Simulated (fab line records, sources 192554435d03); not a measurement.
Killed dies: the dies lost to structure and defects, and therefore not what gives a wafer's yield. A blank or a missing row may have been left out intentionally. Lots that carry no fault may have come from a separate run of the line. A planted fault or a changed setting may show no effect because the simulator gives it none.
fab line records -- flow n5_finfet -- part 1 of 2: steps 1 to 4 of 6
[record] lots = 20, wafers = 60, last_day = 18
route steps=1938 shown ILD0@339 SDB@360 DUMMY_REMOVAL@377 HKMG_FIN@387
lots that met no fault: from a run of the same line without faults
start_h: hours from the record's opening day to when the first of the lot's shown wafers began -- wait_h: hours from the lot's prior step to this one -- " unchanged from the row above -- L1.1+2: a single row standing in for several wafers -- - either no value or no given start -- * or withheld: withheld -- < > ~ a bound
route shown NAME@n: NAME is a module with steps in the file, n the number in the route of the first one -- usual: mean and standard deviation over wafers with no fault -- same: alike in all rows -- chamber/n: place in a boat -- sites: per-site readings -- _std_site: standard deviation across them -- _edge_site: mean of outer sites minus mean of inner sites -- radius_mm: how far each site lies from the wafer's centre -- mask NAME#n: copy n -- behind: the last tool/chamber to shape the wafer -- hold: cause of the lot's hold/its duration in hours/its outcome -- device: which transistor (n, p or np) failed to switch -- end of line: tests of these same wafers at the route's end -- a step with no rows: only its recipe -- killed: dies that structure and defects cost at the first sort, which is not the same as the wafer's yield -- map: a wafer's dies, x killed, . not, _ none there
set.NAME: the setting the step ran with; set.NAME@STEP: the setting that earlier step ran with -- model.NAME: the simulator's own value behind a step, which no gauge read
steps of the route over a sample of lots; a table a step, a row a wafer
services: when a tool's chamber went out of use (start_h, in hours from the record's first day, below 0 if earlier), for how many hours, and the reason
[[steps]]
[step N5_ILD0_THK_MEAS_04]
[usual] thk_nm = 197.7/1.1
lot.wafer,tool,chamber,start_h,wait_h,thk_nm
L076.3,film_metro-01,-,74.27,-,197.5
L076.4,film_metro-01,-,74.27,-,196.2
L076.6,film_metro-01,-,74.27,-,197.2
L077.3,film_metro-02,-,81.44,-,198.0
L077.4,film_metro-02,-,81.44,-,196.9
L077.6,film_metro-02,-,81.44,-,197.4
L078.2,film_metro-01,-,87.10,-,198.0
L078.4,film_metro-01,-,87.10,-,197.2
L078.5,film_metro-01,-,87.10,-,197.6
L079.3,film_metro-02,-,93.54,-,198.2
L079.4,film_metro-02,-,93.54,-,197.6
L079.6,film_metro-02,-,93.54,-,197.8
L080.1,film_metro-02,-,100.22,-,198.2
L080.4,film_metro-02,-,100.22,-,198.8
L080.6,film_metro-02,-,100.22,-,199.0
L081.1,film_metro-02,-,109.81,-,198.9
L081.2,film_metro-02,-,109.81,-,198.5
L081.5,film_metro-02,-,109.81,-,199.5
L082.1,film_metro-01,-,115.15,-,196.5
L082.4,film_metro-01,-,115.15,-,196.6
L082.5,film_metro-01,-,115.15,-,195.7
L083.1,film_metro-02,-,123.42,-,196.7
L083.2,film_metro-02,-,123.42,-,197.4
L083.5,film_metro-02,-,123.42,-,195.1
L084.1,film_metro-01,-,132.02,-,197.3
L084.5,film_metro-01,-,132.02,-,196.7
L084.6,film_metro-01,-,132.02,-,196.1
L085.2,film_metro-02,-,135.93,-,198.1
L085.4,film_metro-02,-,135.93,-,198.7
L085.6,film_metro-02,-,135.93,-,199.1
L086.1,film_metro-02,-,139.17,-,199.6
L086.2,film_metro-02,-,139.17,-,198.7
L086.4,film_metro-02,-,139.17,-,198.0
L088.2,film_metro-01,-,147.72,-,198.0
L088.5,film_metro-01,-,147.72,-,195.9
L088.6,film_metro-01,-,147.72,-,198.7
L089.3,film_metro-01,-,154.45,-,197.2
L089.4,film_metro-01,-,154.45,-,198.3
L089.5,film_metro-01,-,154.45,-,198.6
L090.2,film_metro-01,-,156.59,-,196.5
L090.3,film_metro-01,-,156.59,-,198.7
L090.4,film_metro-01,-,156.59,-,196.2
L092.2,film_metro-02,-,174.64,-,199.0
L092.5,film_metro-02,-,174.64,-,197.2
L092.6,film_metro-02,-,174.64,-,198.8
L093.1,film_metro-01,-,175.16,-,198.2
L093.2,film_metro-01,-,175.16,-,198.3
L093.3,film_metro-01,-,175.16,-,197.4
L094.4,film_metro-02,-,182.30,-,196.3
L094.5,film_metro-02,-,182.30,-,196.1
L094.6,film_metro-02,-,182.30,-,195.6
L095.2,film_metro-01,-,187.25,-,198.1
L095.4,film_metro-01,-,187.25,-,198.0
L095.5,film_metro-01,-,187.25,-,196.6
L096.1,film_metro-01,-,191.30,-,198.1
L096.2,film_metro-01,-,191.30,-,197.9
L096.4,film_metro-01,-,191.30,-,196.6
L097.4,film_metro-01,-,199.84,-,197.5
L097.5,film_metro-01,-,199.84,-,199.2
L097.6,film_metro-01,-,199.84,-,196.3
[step N5_SDB_ETCH_17]
[recipe] chemistry = CF4, target = SiARC, target_depth_a = 234, mask_material = CAR-ArF, time_s = 39, ion_energy_ev = 80, pressure_mtorr = 40, source_w = 545, bias_w = 36, Ar_flow_sccm = 100, cf4_flow_sccm = 100, ends = cleared
[usual] drypump_motor_current_A = 5.4/0.39, etch_rf_on_time_s = 39.3/0.6, mfc_ar_sccm = 100.0/0.3, oes_product_au = 0.68/0.078, rf_vpp_V = 184.0/1.2, showerhead_plenum_p_Torr = 2.14/0.077, throttle_valve_pct = 15.58/0.2
lot.wafer,tool,chamber,start_h,wait_h,drypump_motor_current_A,etch_rf_on_time_s,mfc_ar_sccm,oes_product_au,rf_hours_counter_h,rf_vpp_V,showerhead_plenum_p_Torr,throttle_valve_pct
L076.3,rie_diel-04,2,79.15,0.0,4.8,38.9,100.2,0.82,8,184.0,2.11,15.40
L076.4,rie_diel-04,1,79.15,0.0,5.3,38.6,99.6,0.63,185,184.6,2.22,15.78
L076.6,rie_diel-04,2,79.15,0.0,4.8,38.8,99.7,0.81,-,184.3,2.11,15.40
L077.3,rie_diel-04,0,86.49,0.0,5.9,39.3,100.0,0.62,164,182.8,2.06,15.76
L077.4,rie_diel-04,3,86.49,0.0,5.6,39.5,100.1,0.63,162,182.4,2.05,15.60
L077.6,rie_diel-04,1,86.49,0.0,5.3,38.7,100.0,0.63,-,185.3,2.22,15.80
L078.2,rie_diel-04,3,91.40,0.0,5.6,40.1,99.7,0.61,163,184.0,2.05,15.61
L078.4,rie_diel-04,1,91.40,0.0,5.3,39.3,100.5,0.62,189,184.8,2.22,15.81
L078.5,rie_diel-04,1,91.40,0.0,5.3,39.1,99.8,0.62,-,184.2,2.22,15.80
L079.3,rie_diel-02,2,98.53,0.0,5.9,38.2,100.1,0.64,172,186.1,2.22,15.78
L079.4,rie_diel-02,1,98.53,0.0,5.0,38.9,99.7,0.79,7,184.8,2.20,15.27
L079.6,rie_diel-02,0,98.53,0.0,5.7,39.9,100.0,0.61,-,182.5,2.05,15.62
L080.1,rie_diel-04,1,105.21,0.0,5.3,39.2,100.2,0.62,192,184.7,2.22,15.81
L080.4,rie_diel-04,0,105.21,0.0,5.9,39.3,99.6,0.62,168,183.0,2.06,15.77
L080.6,rie_diel-04,0,105.21,0.0,5.9,39.2,99.9,0.62,-,181.8,2.06,15.76
L081.1,rie_diel-02,0,114.24,0.0,5.6,39.9,99.9,0.62,179,183.2,2.05,15.62
L081.2,rie_diel-02,2,114.24,0.0,5.9,38.2,100.5,0.63,177,185.8,2.22,15.78
L081.5,rie_diel-02,1,114.24,0.0,5.0,39.2,99.9,0.78,-,183.6,2.20,15.29
L082.1,rie_diel-02,0,119.21,0.0,5.6,40.1,99.9,0.61,181,183.2,2.05,15.62
L082.4,rie_diel-02,1,119.21,0.0,5.0,39.1,99.9,0.78,14,185.3,2.20,15.29
L082.5,rie_diel-02,1,119.21,0.0,5.0,39.5,100.1,0.77,-,183.6,2.20,15.29
L083.1,rie_diel-02,2,127.86,0.0,5.9,38.4,100.0,0.62,181,185.6,2.22,15.78
L083.2,rie_diel-02,3,127.86,0.0,5.4,38.6,100.3,0.80,20,184.1,2.20,15.49
L083.5,rie_diel-02,1,127.86,0.0,5.0,38.5,100.3,0.77,-,183.7,2.20,15.29
L084.1,rie_diel-05,1,136.19,0.0,5.5,40.0,100.3,0.63,175,183.3,2.06,15.73
L084.5,rie_diel-05,3,136.19,0.0,5.7,39.7,99.8,0.82,-,185.9,2.28,15.36
L084.6,rie_diel-05,0,136.19,0.0,5.0,38.8,99.9,0.69,-,184.1,2.17,15.24
L085.2,rie_diel-05,3,140.07,0.0,5.7,40.4,99.9,0.81,4,186.7,2.27,15.37
L085.4,rie_diel-05,1,140.07,0.0,5.5,40.1,100.0,0.63,176,183.5,2.06,15.74
L085.6,rie_diel-05,1,140.07,0.0,5.5,40.3,100.0,0.64,-,181.2,2.06,15.75
L086.1,rie_diel-05,2,143.49,0.0,5.9,39.2,99.8,0.62,184,184.1,2.22,15.57
L086.2,rie_diel-05,0,143.49,0.0,4.9,39.0,99.8,0.70,68,184.4,2.17,15.25
L086.4,rie_diel-05,1,143.49,0.0,5.5,40.3,100.0,0.63,178,183.6,2.06,15.75
L088.2,rie_diel-02,1,151.76,0.0,4.9,38.8,100.4,0.76,24,185.0,2.19,15.33
L088.5,rie_diel-02,3,151.76,0.0,5.4,38.9,99.8,0.77,-,184.1,2.19,15.53
L088.6,rie_diel-02,2,151.76,0.0,5.9,38.1,100.3,0.63,-,184.3,2.21,15.80
L089.3,rie_diel-05,2,158.98,0.0,5.9,39.0,100.2,0.61,190,184.1,2.22,15.58
L089.4,rie_diel-05,1,158.98,0.0,5.5,40.1,100.3,0.62,184,183.0,2.06,15.76
L089.5,rie_diel-05,1,158.98,0.0,5.5,39.7,99.6,0.63,-,183.7,2.06,15.76
L090.2,rie_diel-04,1,160.65,0.0,5.3,39.3,99.7,0.61,212,183.1,2.21,15.86
L090.3,rie_diel-04,3,160.65,0.0,5.6,40.3,100.2,0.60,186,183.0,2.04,15.65
L090.4,rie_diel-04,0,160.65,0.0,5.8,40.2,99.8,0.59,189,184.3,2.05,15.80
L092.2,rie_diel-04,3,178.69,0.0,5.6,39.7,99.9,0.59,193,182.5,2.04,15.66
L092.5,rie_diel-04,2,178.69,0.0,4.8,38.5,100.3,0.76,-,183.7,2.09,15.47
L092.6,rie_diel-04,1,178.69,0.0,5.3,38.4,100.0,0.60,-,183.7,2.21,15.87
L093.1,rie_diel-04,1,179.45,0.0,5.3,38.9,100.5,0.60,216,183.4,2.21,15.88
L093.2,rie_diel-04,3,179.45,0.0,5.6,40.2,100.3,0.59,193,182.9,2.04,15.66
L093.3,rie_diel-04,0,179.45,0.0,5.9,39.4,99.8,0.60,196,182.8,2.05,15.83
L094.4,rie_diel-02,2,186.52,0.0,5.9,39.0,99.7,0.61,200,184.5,2.21,15.83
L094.5,rie_diel-02,1,186.52,0.0,5.0,39.0,99.7,0.74,-,185.1,2.19,15.33
L094.6,rie_diel-02,2,186.52,0.0,5.9,38.9,99.9,0.61,-,184.9,2.21,15.82
L095.2,rie_diel-04,0,191.29,0.0,5.9,39.4,99.8,0.59,201,182.7,2.05,15.83
L095.4,rie_diel-04,1,191.29,0.0,5.3,39.2,99.9,0.60,219,183.4,2.21,15.89
L095.5,rie_diel-04,1,191.29,0.0,5.3,38.7,99.9,0.61,-,184.7,2.21,15.87
L096.1,rie_diel-05,1,195.36,0.0,5.5,39.9,99.8,0.62,197,182.9,2.05,15.80
L096.2,rie_diel-05,2,195.36,0.0,5.9,39.3,99.8,0.60,201,185.0,2.21,15.60
L096.4,rie_diel-05,3,195.36,0.0,5.7,40.2,100.2,0.75,21,185.0,2.27,15.41
L097.4,rie_diel-02,1,204.01,0.0,4.9,38.6,99.8,0.73,40,185.6,2.19,15.34
L097.5,rie_diel-02,3,204.01,0.0,5.4,38.9,100.0,0.76,-,182.6,2.19,15.55
L097.6,rie_diel-02,0,204.01,0.0,5.7,39.7,99.7,0.60,-,184.2,2.04,15.67
[step N5_DUMMY_REMOVAL_HM_STRIP_01]
[recipe] chemistry = CH3F/O2, material = SiNx, target_depth_a = 40, stop_on = poly-Si, time_s = 6.8, over_etch_frac = 0.3, ion_energy_ev = 60, power_w = 410, bias_w = 29, Ar_flow_sccm = 150, CH3F_flow_sccm = 30, O2_flow_sccm = 20
[usual] drypump_motor_current_A = 5.6/0.36, mfc_ar_sccm = 150.0/0.43, oes_product_au = 0.65/0.064, rf_vpp_V = 127.6/1, showerhead_plenum_p_Torr = 2.01/0.076, throttle_valve_pct = 16.2/0.3
lot.wafer,tool,chamber,start_h,wait_h,drypump_motor_current_A,mfc_ar_sccm,oes_product_au,rf_hours_counter_h,rf_vpp_V,showerhead_plenum_p_Torr,throttle_valve_pct
L076.3,rie_diel-01,2,83.70,0.2,6.1,150.4,0.59,190,126.4,1.89,16.3
L076.4,rie_diel-01,0,83.70,0.2,5.2,149.8,0.60,146,129.3,2.07,16.3
L076.6,rie_diel-01,1,83.70,0.2,5.8,150.1,0.60,-,127.3,2.00,16.2
L077.3,rie_diel-03,0,90.84,0.0,5.2,150.2,0.69,39,128.5,2.14,15.9
L077.4,rie_diel-03,3,90.84,0.0,5.9,150.6,0.57,213,129.0,2.07,16.7
L077.6,rie_diel-03,2,90.84,0.0,5.2,150.4,0.62,-,125.8,1.91,15.9
L078.2,rie_diel-06,1,96.40,0.0,5.9,150.0,0.73,21,128.1,2.03,15.7
L078.4,rie_diel-06,0,96.40,0.0,5.8,149.8,0.78,-,126.1,1.94,16.1
L078.5,rie_diel-06,1,96.40,0.0,5.9,150.1,0.74,-,126.5,2.03,15.7
L079.3,rie_diel-01,2,104.04,0.1,6.1,150.3,0.59,195,127.2,1.89,16.3
L079.4,rie_diel-01,3,104.04,0.1,6.2,150.4,0.76,24,126.1,1.96,16.0
L079.6,rie_diel-01,0,104.04,0.1,5.2,150.0,0.61,-,127.4,2.07,16.3
L080.1,rie_diel-06,2,109.52,0.0,5.2,150.6,0.59,187,127.4,2.00,16.7
L080.4,rie_diel-06,0,109.52,0.0,5.8,149.9,0.76,-,127.5,1.94,16.2
L080.6,rie_diel-06,3,109.52,0.0,5.3,149.6,0.71,-,128.9,2.12,16.3
L081.1,rie_diel-03,0,118.11,0.0,5.2,150.8,0.69,46,128.2,2.14,16.0
L081.2,rie_diel-03,2,118.11,0.0,5.2,149.6,0.62,146,124.9,1.91,15.9
L081.5,rie_diel-03,0,118.11,0.0,5.2,150.6,0.69,-,128.8,2.14,16.0
L082.1,rie_diel-01,1,123.35,0.1,5.8,149.5,0.59,178,127.5,2.00,16.2
L082.4,rie_diel-01,2,123.35,0.1,6.1,150.7,0.58,201,127.0,1.89,16.3
L082.5,rie_diel-01,1,123.35,0.1,5.8,149.9,0.60,-,128.3,2.00,16.2
L083.1,rie_diel-03,2,131.72,0.0,5.2,150.3,0.62,151,125.7,1.91,15.9
L083.2,rie_diel-03,3,131.72,0.0,5.9,149.3,0.57,225,127.3,2.06,16.7
L083.5,rie_diel-03,1,131.72,0.0,6.0,149.4,0.66,-,127.2,2.10,15.9
L084.1,rie_diel-03,3,140.36,0.0,5.9,150.5,0.57,227,127.4,2.06,16.7
L084.5,rie_diel-03,2,140.36,0.0,5.2,150.5,0.62,-,128.3,1.90,15.9
L084.6,rie_diel-03,3,140.36,0.0,5.9,149.7,0.56,-,128.0,2.06,16.7
L085.2,rie_diel-06,1,144.45,0.0,5.9,150.0,0.71,32,128.8,2.03,15.7
L085.4,rie_diel-06,2,144.45,0.0,5.2,150.9,0.59,198,127.2,2.00,16.7
L085.6,rie_diel-06,2,144.45,0.0,5.2,150.5,0.58,-,127.3,2.00,16.7
L086.1,rie_diel-01,1,147.55,0.2,5.8,149.5,0.59,185,128.6,2.00,16.2
L086.2,rie_diel-01,3,147.55,0.2,6.2,150.0,0.73,38,128.2,1.95,16.0
L086.4,rie_diel-01,0,147.55,0.2,5.2,150.0,0.59,166,129.7,2.06,16.3
L088.2,rie_diel-01,3,155.92,0.0,6.2,149.6,0.72,40,126.9,1.95,16.0
L088.5,rie_diel-01,1,155.92,0.0,5.8,150.0,0.59,-,128.1,2.00,16.2
L088.6,rie_diel-01,0,155.92,0.0,5.2,149.4,0.59,-,128.4,2.06,16.3
L089.3,rie_diel-06,1,162.84,0.0,5.9,150.0,0.71,36,126.9,2.03,15.8
L089.4,rie_diel-06,2,162.84,0.0,5.2,149.6,0.58,202,126.6,1.99,16.7
L089.5,rie_diel-06,3,162.84,0.0,5.3,149.3,0.70,-,129.3,2.12,16.3
L090.2,rie_diel-03,2,164.50,0.0,5.2,149.3,0.61,161,126.3,1.90,15.9
L090.3,rie_diel-03,1,164.50,0.0,6.0,149.7,0.65,80,128.7,2.10,15.9
L090.4,rie_diel-03,0,164.50,0.0,5.2,149.8,0.67,62,127.5,2.13,16.0
L092.2,rie_diel-06,3,183.12,0.0,5.3,150.0,0.68,64,127.6,2.12,16.3
L092.5,rie_diel-06,3,183.12,0.0,5.3,150.2,0.68,-,128.2,2.12,16.3
L092.6,rie_diel-06,2,183.12,0.0,5.2,150.3,0.58,-,127.1,1.99,16.7
L093.1,rie_diel-06,3,183.84,0.0,5.3,149.9,0.68,64,128.1,2.12,16.3
L093.2,rie_diel-06,0,183.84,0.0,5.8,150.2,0.72,39,127.6,1.93,16.2
L093.3,rie_diel-06,2,183.84,0.0,5.2,150.6,0.57,208,127.6,1.99,16.7
L094.4,rie_diel-06,3,190.81,0.0,5.3,149.7,0.69,66,127.5,2.12,16.3
L094.5,rie_diel-06,2,190.81,0.0,5.2,149.7,0.58,-,127.6,1.99,16.7
L094.6,rie_diel-06,3,190.81,0.0,5.3,150.1,0.68,-,128.1,2.12,16.3
L095.2,rie_diel-06,0,195.14,0.0,5.8,150.3,0.72,41,126.8,1.93,16.2
L095.4,rie_diel-06,1,195.14,0.0,5.9,150.0,0.70,46,126.9,2.02,15.8
L095.5,rie_diel-06,2,195.14,0.0,5.2,149.6,0.58,-,128.6,1.99,16.7
L096.1,rie_diel-01,2,199.21,0.0,6.1,149.7,0.56,224,126.6,1.88,16.4
L096.2,rie_diel-01,0,199.21,0.0,5.2,149.8,0.58,180,128.1,2.06,16.3
L096.4,rie_diel-01,1,199.21,0.0,5.8,150.0,0.58,199,126.4,1.99,16.3
L097.4,rie_diel-06,0,207.97,0.1,5.7,150.1,0.71,-,126.4,1.93,16.2
L097.5,rie_diel-06,3,207.97,0.1,5.3,149.2,0.67,-,128.6,2.11,16.3
L097.6,rie_diel-06,2,207.97,0.1,5.2,150.2,0.58,-,127.4,1.99,16.7
[step N5_HKMG_FIN_HK_ANNEAL_02]
[recipe] temp_c = 700, time_s = 30, ambient = N2, idle_temp_c = 600, ramp_up_c_per_s = 150, ramp_down_c_per_s = 60, cool_to_c = 600
[usual] lamp_power_pct = 8.81/0.055, lamp_zone_1_pct = 8.797/0.0085, wafer_temp_C_max = 703.0/0.71
lot.wafer,tool,chamber,start_h,wait_h,lamp_power_pct,lamp_zone_1_pct,wafer_temp_C_max
L076.3,rtp_anneal-01,0,84.50,0.2,8.86,8.788,702.5
L076.4,rtp_anneal-01,0,84.50,0.2,8.71,8.784,702.7
L076.6,rtp_anneal-01,0,84.50,0.2,8.85,8.819,702.3
L077.3,rtp_anneal-01,0,92.08,0.5,8.75,8.798,703.3
L077.4,rtp_anneal-01,0,92.08,0.5,8.79,8.804,702.3
L077.6,rtp_anneal-01,0,92.08,0.5,8.87,8.794,703.6
L078.2,rtp_anneal-01,0,97.23,0.2,8.83,8.787,704.0
L078.4,rtp_anneal-01,0,97.23,0.2,8.84,8.794,702.0
L078.5,rtp_anneal-01,0,97.23,0.2,8.75,8.804,702.6
L079.3,rtp_anneal-02,0,105.02,0.2,8.77,8.789,702.5
L079.4,rtp_anneal-02,0,105.02,0.2,8.77,8.806,703.2
L079.6,rtp_anneal-02,0,105.02,0.2,8.79,8.803,703.3
L080.1,rtp_anneal-01,0,110.29,0.1,8.76,8.786,702.1
L080.4,rtp_anneal-01,0,110.29,0.1,8.84,8.784,702.0
L080.6,rtp_anneal-01,0,110.29,0.1,8.84,8.810,702.5
L081.1,rtp_anneal-01,0,118.88,0.1,8.89,8.786,704.0
L081.2,rtp_anneal-01,0,118.88,0.1,8.82,8.794,702.0
L081.5,rtp_anneal-01,0,118.88,0.1,8.84,8.787,704.5
L082.1,rtp_anneal-01,0,124.23,0.2,8.78,8.795,702.9
L082.4,rtp_anneal-01,0,124.23,0.2,8.74,8.801,703.3
L082.5,rtp_anneal-01,0,124.23,0.2,8.89,8.810,703.0
L083.1,rtp_anneal-02,0,132.51,0.1,8.75,8.796,702.6
L083.2,rtp_anneal-02,0,132.51,0.1,8.79,8.796,703.0
L083.5,rtp_anneal-02,0,132.51,0.1,8.81,8.793,702.4
L084.1,rtp_anneal-02,0,141.23,0.2,8.79,8.791,702.7
L084.5,rtp_anneal-02,0,141.23,0.2,8.77,8.801,703.1
L084.6,rtp_anneal-02,0,141.23,0.2,8.79,8.808,704.0
L085.2,rtp_anneal-02,0,145.25,0.2,8.80,8.786,702.8
L085.4,rtp_anneal-02,0,145.25,0.2,8.77,8.799,702.2
L085.6,rtp_anneal-02,0,145.25,0.2,8.93,8.772,702.0
L086.1,rtp_anneal-01,0,148.47,0.3,8.87,8.795,702.7
L086.2,rtp_anneal-01,0,148.47,0.3,8.78,8.810,702.6
L086.4,rtp_anneal-01,0,148.47,0.3,8.85,8.798,703.4
L088.2,rtp_anneal-02,0,156.72,0.2,8.87,8.796,704.1
L088.5,rtp_anneal-02,0,156.72,0.2,8.75,8.783,703.9
L088.6,rtp_anneal-02,0,156.72,0.2,8.88,8.808,703.3
L089.3,rtp_anneal-02,0,163.64,0.2,8.80,8.799,703.3
L089.4,rtp_anneal-02,0,163.64,0.2,8.81,8.799,702.8
L089.5,rtp_anneal-02,0,163.64,0.2,8.75,8.805,702.8
L090.2,rtp_anneal-01,0,165.28,0.1,8.72,8.801,702.9
L090.3,rtp_anneal-01,0,165.28,0.1,8.87,8.810,704.0
L090.4,rtp_anneal-01,0,165.28,0.1,8.90,8.802,701.7
L092.2,rtp_anneal-01,0,184.09,0.2,8.88,8.789,703.1
L092.5,rtp_anneal-01,0,184.09,0.2,8.79,8.808,702.8
L092.6,rtp_anneal-01,0,184.09,0.2,8.81,8.813,704.0
L093.1,rtp_anneal-01,0,184.59,0.1,8.80,8.800,702.9
L093.2,rtp_anneal-01,0,184.59,0.1,8.74,8.799,702.8
L093.3,rtp_anneal-01,0,184.59,0.1,8.86,8.785,702.7
L094.4,rtp_anneal-02,0,191.65,0.2,8.79,8.780,702.2
L094.5,rtp_anneal-02,0,191.65,0.2,8.83,8.797,701.8
L094.6,rtp_anneal-02,0,191.65,0.2,8.75,8.805,703.1
L095.2,rtp_anneal-02,0,195.91,0.1,8.84,8.800,703.8
L095.4,rtp_anneal-02,0,195.91,0.1,8.75,8.805,703.1
L095.5,rtp_anneal-02,0,195.91,0.1,8.81,8.810,703.1
L096.1,rtp_anneal-02,0,199.95,0.1,8.77,8.786,703.3
L096.2,rtp_anneal-02,0,199.95,0.1,8.83,8.803,703.9
L096.4,rtp_anneal-02,0,199.95,0.1,8.78,8.780,703.0
L097.4,rtp_anneal-02,0,208.78,0.2,8.71,8.802,704.2
L097.5,rtp_anneal-02,0,208.78,0.2,8.84,8.796,702.8
L097.6,rtp_anneal-02,0,208.78,0.2,8.75,8.801,702.9
